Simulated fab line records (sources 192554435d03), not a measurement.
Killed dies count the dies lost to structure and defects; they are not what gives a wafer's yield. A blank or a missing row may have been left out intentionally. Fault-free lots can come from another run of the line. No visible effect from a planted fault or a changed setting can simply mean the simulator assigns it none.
A struck lot beside a sound one	flow n5-finfet	17 steps out of a route of 1938
Sound: the wafers L359.1, L359.2, L359.4. Struck: wafers L371.1, L371.3, L371.4. Last of all comes the cause.
Each step with rows lists, per side, the tool, then ch with its chambers, then its first start. Under that, the readings that differ: sound wafers	struck wafers	difference of the means	sigmas: that difference in standard deviations of wafers without a fault.
alike: words and numbers the same on both sides, and readings whose means are apart by under 2 such deviations; not compared: readings that were withheld, readings missing a value for some wafer, numbers with overlapping values and no deviation given by the record, and bounds like >300 which may hide the same value.
The two part at a step that has a row with sigmas, a row that says differs or no value, or rows on one side only. When numbers do not overlap yet have no deviation, they are printed without sigmas and do not part them. A reading missing from all wafers of one side parts the sides only when that side holds two or more wafers.

first, 11 steps without rows for these wafers: N5_MOL_CONTACT_COAG_VIA_ETCH_117 (etches SiO2 in C4F6/O2, target depth 40 nm, overetch 8 nm, time 26 s); N5_MOL_CONTACT_COAG_ETCH_124 (etches SiNx in CH3F/O2, stops on SiOC, target depth 6.5 nm); N5_MOL_CONTACT_COAG_ETCH_48 (etches SiOC in C4F6/O2, target depth 15 nm, overetch 4.5 nm, time 17 s); N5_MOL_CONTACT_COAG_STRIP_72 (strips in N2/H2); N5_MOL_CONTACT_COAG_STRIP_49 (strips in N2/H2, time 30 s); N5_MOL_CONTACT_COAG_PRECLEAN_138 (cleans in alkaline clean, time 60 s); N5_MOL_CONTACT_COAG_SRD_139 (time 30 s); N5_MOL_CONTACT_COAG_PRE_CLEAN_121; N5_MOL_CONTACT_COAG_CVD_140 (deposits W, target thk 66.5 nm, time 215 s); N5_MOL_CONTACT_COAG_PRECLEAN_127 (cleans in DIW, time 57.5 s); N5_MOL_CONTACT_COAG_SRD_128 (dry time 32 s).
N5_MOL_CONTACT_COAG_CMP_52: polishes, stops on SiO2, t overpolish 1.5 s, target thk 66.5 nm.
  sound on cmp-02 ch 1,2,3, day 7 03:11; struck on cmp-01 ch 1,2,3, day 9 21:09
  no value came back on the struck wafers for any of 6 readings (edge-zone-pressure-frac, head-pressure-psi (psi) and others); on the sound wafers edge-zone-pressure-frac reads 1.003 1.006 0.995
  not compared: model.W_of_MOL_CONTACT_COAG_CVD_140.thk-nm
N5_MOL_CONTACT_COAG_THK_MEAS_53:
  struck on film-metro-01, day 9 21:27; sound on film-metro-01, day 7 03:28
reading	sound	struck	difference	sigmas
VIA_MOL_THK (nm)	43.3 43.2 43.6	- - -	no value on the struck wafers	
then, 1 step without rows for these wafers: N5_MOL_CONTACT_COAG_ANNEAL_112 (time 1800 s).
N5_MOL_CONTACT_COAG_INSPECT_97: inspects for defects (darkfield).
  struck on defect-inspect-02, day 10 02:50; sound on defect-inspect-02, day 7 06:31
reading	sound	struck	difference	sigmas
raw-defect-count	21 20 44	1255 1217 1222	+1203	+75
N5_BEOL_M4_RC_MEAS_101:
  the record has rows for the sound wafers here (prober-01 ch 0, day 9 10:06) and none for the struck ones
-- a jump in the record: the struck wafers' starts before and after are 7 days apart (it breaks off in module BEOL_M4 and resumes in module PASSIVATION, where the first step shown is number 1936 of the route) --
N5_PASSIVATION_PROBE_49:
  the record has rows for the struck wafers here (prober-01, day 16 22:37) and none for the sound ones

== WHERE THEY PART ==
Earliest at N5_MOL_CONTACT_COAG_CMP_52; latest, in this record, at N5_PASSIVATION_PROBE_49.

WHY: whatever the simulator had introduced
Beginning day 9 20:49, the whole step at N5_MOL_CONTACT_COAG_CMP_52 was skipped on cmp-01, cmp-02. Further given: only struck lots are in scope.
